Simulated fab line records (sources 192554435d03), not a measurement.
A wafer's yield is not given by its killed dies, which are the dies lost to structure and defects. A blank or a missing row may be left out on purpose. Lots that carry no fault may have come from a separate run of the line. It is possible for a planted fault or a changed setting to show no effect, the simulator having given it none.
Comparing a struck lot with a sound one || flow n5Finfet || 16 steps out of a route of 1938
Sound: wafers L960.1, L960.5, L960.6. Struck: wafers L975.1, L975.2, L975.6. At the end, the cause is stated.
Each step with rows lists, per side, the tool, then ch with its chambers, then its first start. Under that, the readings that differ: sound wafers || struck wafers || difference of the means || sigmas: that difference in standard deviations of wafers without a fault.
alike: a reading whose means differ by less than 2 such deviations, as well as words and numbers matching on both sides. not compared: withheld readings; readings where some wafer has no value; bounds like >300 that might hide an equal value; numbers whose values overlap and for which the record gives no deviation.
A row with sigmas, a row that says differs or no value, or rows on one side alone: a step with any of these is where the two part. When numbers do not overlap yet have no deviation, they are printed without sigmas and do not part them. Lack of a reading on every wafer of one side parts them only where that side has two or more wafers.

N5_STI_FIN_REVEAL_INSPECT_13: inspects for defects (darkfield).
  sound on defectInspect-01 at day 2 21:59; struck on defectInspect-01 at day 6 13:22
{"reading": "rawDefectCount", "sound": "29 25 15", "struck": "10 11 13", "difference": -12, "sigmas": -2}
then, 2 steps without rows for these wafers: N5_DUMMY_GATE_PRECLEAN_00 (cleans in O3/DIW, time 60 s); N5_DUMMY_GATE_SRD_01 (time 30 s).
N5_DUMMY_GATE_ALD_02: deposits SiO2, target thk 2 nm, pulse time 1 s.
  sound on aldSin-04 ch 0,1, day 2 22:04; struck on aldSin-02 ch 1,2,3, day 6 13:28
  alike: heaterPowerW, precursorPulseHeightRel, susceptorTempC
then, 3 steps without rows for these wafers: N5_DUMMY_GATE_CVD_03 (deposits a-Si from SiH4, target thk 150 nm, time 8042 s); N5_DUMMY_GATE_PRECLEAN_46 (cleans in DIW, time 89.5 s); N5_DUMMY_GATE_SRD_47 (dry time 32 s).
N5_DUMMY_GATE_CMP_04: polishes a-Si.
  sound on cmp-03 ch 0,1,2, day 3 02:01; struck on cmp-03 ch 1,2,3, day 6 17:22
  alike: motorCurrentA, timeToEndpointS
N5_DUMMY_GATE_THK_MEAS_05:
  sound on filmMetro-01 at day 3 02:09; struck on filmMetro-01 at day 6 17:32
  alike: thkNm
then, 3 steps without rows for these wafers: N5_DUMMY_GATE_HM_DEP_06 (deposits SiNx from DCS/NH3, target thk 80 nm, time 5141 s); N5_DUMMY_GATE_PECVD_30 (deposits SiO2 from TEOS/O2, target thk 55 nm, time 10.8 s); N5_DUMMY_GATE_COAT_34 (time 60 s, resist thk 60 nm).
N5_DUMMY_GATE_COAT_35: time 60 s, resist thk 10 nm.
  sound on lithoTrack-02 ch 0, day 3 06:11; struck on lithoTrack-03 ch 0, day 6 21:35
{"reading": "dispensePressureKPa (kPa)", "sound": "52 52 52", "struck": "42 42 42", "difference": -10, "sigmas": -2}
{"reading": "plateTempC (C)", "sound": "220.17 220.41 220.13", "struck": "219.86 219.72 219.70", "difference": -0.48, "sigmas": -3}
{"reading": "spinSpeedRpm (rpm)", "sound": "1499.2 1499.0 1500.4", "struck": "1440.0 1441.4 1438.8", "difference": -59.5, "sigmas": -70}
  alike: heaterPowerTotalW, resistLineTempC
then, 1 step without rows for these wafers: N5_DUMMY_GATE_COAT_28 (time 60 s, resist thk 10 nm).
-- here the record skips 5 days between the struck wafers' starts before and after, leaving off in module DUMMY_GATE and picking up in module BEOL_M4 (first step shown: number 1111 of the route) --
N5_BEOL_M4_RC_MEAS_101:
  sound on prober-01 ch 0, day 8 04:56; struck on prober-02 ch 0, day 12 08:28
{"reading": "IOFF_N (nA/um)", "sound": "0.178 0.289 0.187", "struck": "0.179 0.124 0.127", "difference": -0.075, "sigmas": -3}
  alike: DIBL_N, DIBL_P, IOFF_P, ION_N, ION_P, SS_N, SS_P, VT_N, VT_P
-- record jumps: 4 days separate the struck wafers' starts on either side; left off in module BEOL_M4, taken up again in module PASSIVATION, whose first shown step is the route's number 1936 --
N5_PASSIVATION_PROBE_49:
  sound on prober-01 at day 12 16:47; struck on prober-02 at day 16 19:51
{"reading": "sort_bin_4_leakage (%)", "sound": "0 0.17 0", "struck": "0 0 0", "difference": "+0", "sigmas": -4}
  alike: defectLimitedYield, killed_at_M0_to_M3, killed_at_M4_up, killedAtContacts, killedAtFrontEnd, killedAtOther, killedDies, killedOpen, killedShort, sort_bin_5_function, sort_bin_6_memory, sortNPass, sortYieldPct

WHERE THEY PART
Last at N5_PASSIVATION_PROBE_49 as far as this record goes, first at N5_STI_FIN_REVEAL_INSPECT_13.

WHY: what the simulator had put in
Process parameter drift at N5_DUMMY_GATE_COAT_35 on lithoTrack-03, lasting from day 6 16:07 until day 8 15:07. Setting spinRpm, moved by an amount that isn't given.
